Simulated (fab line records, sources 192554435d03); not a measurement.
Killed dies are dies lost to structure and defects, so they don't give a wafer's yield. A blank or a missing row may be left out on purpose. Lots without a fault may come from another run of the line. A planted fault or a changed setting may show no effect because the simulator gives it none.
One fault seen from 2 desks | flow n5_finfet | each desk has only its own numbers; what lay behind them comes last

THE METROLOGY DESK
What the gauges read, lot by lot, whatever tool the lot ran on: means of the sampled wafers that have a number. A lot is out of limits, marked OUT, if its mean lies more than 4 standard deviations from the usual mean; the brackets give that distance. Of its 11 readings 7 are shown: those that lie furthest out on some lot.
Columns: A = DIBL_N at N5_BEOL_M4_RC_MEAS_101, usual 36.3 mV/V; B = IOFF_P at N5_BEOL_M4_RC_MEAS_101, usual 0.22 nA/um; C = ION_N at N5_BEOL_M4_RC_MEAS_101, usual 675 uA/um; D = ION_P at N5_BEOL_M4_RC_MEAS_101, usual 465 uA/um; E = SS_P at N5_BEOL_M4_RC_MEAS_101, usual 73.3 mV/dec; F = VT_N at N5_BEOL_M4_RC_MEAS_101, usual 249.8 mV; G = VT_P at N5_BEOL_M4_RC_MEAS_101, usual -249 mV
lot  | first seen here | A    | B    | C   | D   | E    | F     | G
L833 | day 7 04:52     | 36.4 | 0.21 | 673 | 463 | 72.8 | 249.3 | -251
L835 | day 7 22:36     | 35.0 | 0.17 | 665 | 454 | 72.1 | 252.3 | -254
L837 | day 8 19:18     | 36.6 | 0.24 | 690 | 473 | 73.0 | 248.1 | -248
L836 | day 9 07:58     | 36.9 | 0.21 | 680 | 467 | 73.3 | 250.7 | -250
L842 | day 9 23:25     | 34.7 | 0.24 | 683 | 471 | 72.6 | 246.9 | -247
L846 | day 10 18:30    | 34.2 | 0.18 | 677 | 462 | 73.2 | 248.6 | -254
L845 | day 10 22:59    | 36.4 | 0.24 | 679 | 471 | 73.4 | 248.5 | -246
L850 | day 12 07:46    | 34.9 | 0.23 | 679 | 470 | 73.5 | 251.6 | -248
L851 | day 12 11:33    | 35.6 | 0.16 | 656 | 445 | 73.9 | 256.0 | -257
L855 | day 12 22:04    | 36.5 | 0.26 | 672 | 469 | 73.7 | 247.6 | -246
L856 | day 13 15:41    | 37.5 | 0.28 | 679 | 473 | 73.6 | 249.3 | -244
This desk's finding: nothing out of limits on any of the 11 lots.

THE TOOL OWNER'S DESK: cvd_co-02
The tool's own readings at N5_BEOL_M3_CVD_47 (deposits Co from CCTBA/H2, target thk 3 nm, time 223.8 s): means of the sampled wafers that have a number, for each lot that ran on this tool. A lot is out of limits, marked OUT, if its mean lies more than 4 standard deviations from the usual mean; the brackets give that distance.
Columns: A = run_length_s at N5_BEOL_M3_CVD_47, usual 246.4 s
lot  | first seen here | A
L833 | day 7 05:22     | 246.1
L835 | day 7 23:13     | 245.8
L837 | day 8 22:32     | 246.3
L846 | day 10 20:43    | 332.5 (+99 or more) OUT
L845 | day 11 00:00    | 289.3 (+95) OUT
This desk's finding: out of limits on L845, L846; first on L846, day 10 20:43 (run_length_s at N5_BEOL_M3_CVD_47). In limits: L833, L835, L837.

PUT TOGETHER
The tool owner's desk could have raised an alarm at day 10 20:43, on L845, L846.
The metrology desk saw nothing out of limits.
The metrology desk has L845, L846 on record, within its limits.
Of the lots named, all ran N5_BEOL_M3_CVD_47 on cvd_co-02.

WHAT THE SIMULATOR HAD PUT IN
Process parameter drift: cvd_co-02, from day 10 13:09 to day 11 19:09, at N5_BEOL_M3_CVD_47. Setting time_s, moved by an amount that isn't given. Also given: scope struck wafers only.
Lots struck among those shown: L845, L846.
Hours from the fault's start to each desk's first reading out of limits: the tool owner's desk, 8.
